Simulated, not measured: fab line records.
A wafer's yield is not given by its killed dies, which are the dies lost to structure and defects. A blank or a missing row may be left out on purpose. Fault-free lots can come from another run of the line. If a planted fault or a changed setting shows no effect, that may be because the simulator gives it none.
Matching of chambers || flow nandHarc || NHARC_A_M1_DEP_33 on pecvd-02: 3 sister chambers
The step deposits SiCN, target thk 30 nm. 3 wafers are shown with their chamber, then 7 later ones without.

WAFERS, EACH WITH ITS CHAMBER
{"wafer": "L091.1", "chamber": 1, "heaterPowerW (W)": 578}
{"wafer": "L092.1", "chamber": 0, "heaterPowerW (W)": 540}
{"wafer": "L092.3", "chamber": 2, "heaterPowerW (W)": 455}

WAFERS WITHOUT THEIR CHAMBER
{"wafer": "L092.5", "heaterPowerW (W)": 651}
{"wafer": "L093.3", "heaterPowerW (W)": 411}
{"wafer": "L093.4", "heaterPowerW (W)": 420}
{"wafer": "L093.5", "heaterPowerW (W)": 634}
{"wafer": "L097.3", "heaterPowerW (W)": 544}
{"wafer": "L097.4", "heaterPowerW (W)": 552}
{"wafer": "L097.5", "heaterPowerW (W)": 424}

WHICH CHAMBER EACH ONE RAN IN
{"wafer": "L092.5", "from the rows above": "can't be placed: 1 or 0", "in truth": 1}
{"wafer": "L093.3", "from the rows above": "can't be placed: 2 or 0", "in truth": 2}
{"wafer": "L093.4", "from the rows above": "can't be placed: 2 or 0", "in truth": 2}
{"wafer": "L093.5", "from the rows above": "can't be placed: 1 or 0", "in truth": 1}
{"wafer": "L097.3", "from the rows above": "can't be placed: 0 or 1 or 2", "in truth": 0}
{"wafer": "L097.4", "from the rows above": "can't be placed: 0 or 1 or 2", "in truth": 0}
{"wafer": "L097.5", "from the rows above": "can't be placed: 2 or 0", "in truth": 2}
Placed correctly: 0 of 7. Cannot be placed on the basis of these rows: 7; the candidates contain the true chamber in 7. Number placed wrongly: 0.
How it was worked out, from the rows above alone: a wafer's distance from a chamber is the root of the sum, over the readings, of the square of ((its reading less the chamber's mean) divided by the reading's scatter). The wafer belongs to the nearest chamber; if the next one is less than 2 further off, it can't be placed. The mean given for a chamber averages the wafers shown for that chamber. The scatter (one wafer shown for each chamber): square how far every hidden wafer sits from the nearest shown wafer, average those squares and take the square root.
